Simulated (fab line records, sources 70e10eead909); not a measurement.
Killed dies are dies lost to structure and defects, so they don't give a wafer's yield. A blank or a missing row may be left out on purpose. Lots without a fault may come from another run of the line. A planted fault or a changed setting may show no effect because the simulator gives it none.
Tool commonality check | flow nand_harc | 13 lots, 39 wafers sampled

WHY IT WAS OPENED
At NHARC_A_ONON_D2_THK_MEAS_18 the reading thk_nm is flagged on 2 of 13 lots. Wafers without a fault read 998 nm, standard deviation 9.
Rule: a lot is flagged when every wafer of it that has a number lies more than 4 standard deviations from that mean, or none has a number. The other lots count as sound.

lot  | measured     | on            | thk_nm (nm), wafer by wafer | flag
L352 | day 12 14:09 | film_metro-01 | 1015 1014 1017              |
L354 | day 13 19:34 | film_metro-02 | 1005 1005 1003              |
L358 | day 15 09:44 | film_metro-01 | 1514 1514 1515              | FLAGGED
L360 | day 16 10:43 | film_metro-01 | 1514 1513 1514              | FLAGGED
L366 | day 19 06:38 | film_metro-02 | 983 983 983                 |
L368 | day 19 18:56 | film_metro-02 | 1002 1002 1002              |
L369 | day 19 18:57 | film_metro-01 | 993 992 996                 |
L370 | day 20 19:29 | film_metro-02 | 995 995 995                 |
L372 | day 21 08:14 | film_metro-02 | 1002 1001 1002              |
L371 | day 21 08:15 | film_metro-01 | 996 998 996                 |
L373 | day 21 20:35 | film_metro-02 | 1011 1011 1011              |
L374 | day 22 10:23 | film_metro-02 | 1005 1006 1006              |
L375 | day 22 16:01 | film_metro-02 | 1005 1004 1003              |
The numbers of the flagged lots are 1514 nm on average: +516 nm against the usual, or +57 standard deviations.

WHICH TOOL RAN EACH LOT
The record holds 2 process steps before the reading, out of a route of 1302 steps. In each cell: the tool, then ch and the chambers that the sampled wafers went through, then the start.
lot  | flag    | NHARC_A_DECK1_JOINT_ETCHBACK_07  | NHARC_A_ONON_D2_DEP_16
L352 |         | rie_si-02 ch 1,2,3, day 10 15:18 | pecvd_onon-03 ch 0, day 12 13:38
L354 |         | rie_si-02 ch 1,2,3, day 11 22:10 | pecvd_onon-03 ch 0, day 13 19:07
L358 | FLAGGED | rie_si-05 ch 0,1,2, day 13 10:52 | pecvd_onon-03 ch 0, day 15 09:14
L360 | FLAGGED | rie_si-05 ch 2,3, day 14 11:08   | pecvd_onon-03 ch 0, day 16 10:23
L366 |         | rie_si-04 ch 0,1,3, day 17 01:52 | pecvd_onon-03 ch 0, day 19 06:08
L368 |         | rie_si-04 ch 1,2,3, day 17 21:57 | pecvd_onon-03 ch 0, day 19 18:29
L369 |         | rie_si-05 ch 0,1,2, day 17 21:57 | pecvd_onon-04 ch 0, day 19 18:26
L370 |         | rie_si-05 ch 0,1,3, day 18 13:48 | pecvd_onon-03 ch 0, day 20 18:59
L372 |         | rie_si-05 ch 1,2,3, day 19 08:14 | pecvd_onon-03 ch 0, day 21 07:50
L371 |         | rie_si-02 ch 0,1,3, day 19 08:14 | pecvd_onon-01 ch 0, day 21 07:48
L373 |         | rie_si-02 ch 1,3, day 19 21:56   | pecvd_onon-03 ch 0, day 21 20:07
L374 |         | rie_si-05 ch 0,2,3, day 20 09:18 | pecvd_onon-04 ch 0, day 22 09:53
L375 |         | rie_si-04 ch 1,2,3, day 20 20:43 | pecvd_onon-04 ch 0, day 22 15:31
What these steps do:
- NHARC_A_DECK1_JOINT_ETCHBACK_07: etches the open film in HBr, target depth 105 nm, time 26.9 s.
- NHARC_A_ONON_D2_DEP_16: target thk 1000 nm.
- NHARC_A_ONON_D2_THK_MEAS_18: measures by ellipsometry.

FLAGGED OVER TOTAL, TOOL BY TOOL (the gauges that took the reading come last)
step                            | tool          | lots run | flagged | share of the flagged lots | sound lots run after its first flagged lot
NHARC_A_DECK1_JOINT_ETCHBACK_07 | rie_si-02     | 4        | 0       | none                      | -
NHARC_A_DECK1_JOINT_ETCHBACK_07 | rie_si-04     | 3        | 0       | none                      | -
NHARC_A_DECK1_JOINT_ETCHBACK_07 | rie_si-05     | 6        | 2       | all                       | 4 (L369,L370,L372,L374)
NHARC_A_ONON_D2_DEP_16          | pecvd_onon-01 | 1        | 0       | none                      | -
NHARC_A_ONON_D2_DEP_16          | pecvd_onon-03 | 9        | 2       | all                       | 5 (L366,L368,L370,L372,L373)
NHARC_A_ONON_D2_DEP_16          | pecvd_onon-04 | 3        | 0       | none                      | -
NHARC_A_ONON_D2_THK_MEAS_18     | film_metro-01 | 5        | 2       | all                       | 2 (L369,L371)
NHARC_A_ONON_D2_THK_MEAS_18     | film_metro-02 | 8        | 0       | none                      | -

WHAT THE TABLE ALLOWS
3 rows of the table ran every flagged lot: rie_si-05 at NHARC_A_DECK1_JOINT_ETCHBACK_07, pecvd_onon-03 at NHARC_A_ONON_D2_DEP_16, film_metro-01 at NHARC_A_ONON_D2_THK_MEAS_18.
- rie_si-05 at NHARC_A_DECK1_JOINT_ETCHBACK_07: 2 of its 6 lots flagged. Sound lots ran on it after the first flagged one (L369, L370, L372, L374), which a lasting fault on the whole tool wouldn't allow.
- pecvd_onon-03 at NHARC_A_ONON_D2_DEP_16: 2 of its 9 lots flagged. Sound lots ran on it after the first flagged one (L366, L368, L370, L372, L373), which a lasting fault on the whole tool wouldn't allow.
- film_metro-01 at NHARC_A_ONON_D2_THK_MEAS_18: 2 of its 5 lots flagged. Sound lots ran on it after the first flagged one (L369, L371), which a lasting fault on the whole tool wouldn't allow.
No row of the table ran every flagged lot and no sound lot after the first.

WHAT THE SIMULATOR HAD PUT IN
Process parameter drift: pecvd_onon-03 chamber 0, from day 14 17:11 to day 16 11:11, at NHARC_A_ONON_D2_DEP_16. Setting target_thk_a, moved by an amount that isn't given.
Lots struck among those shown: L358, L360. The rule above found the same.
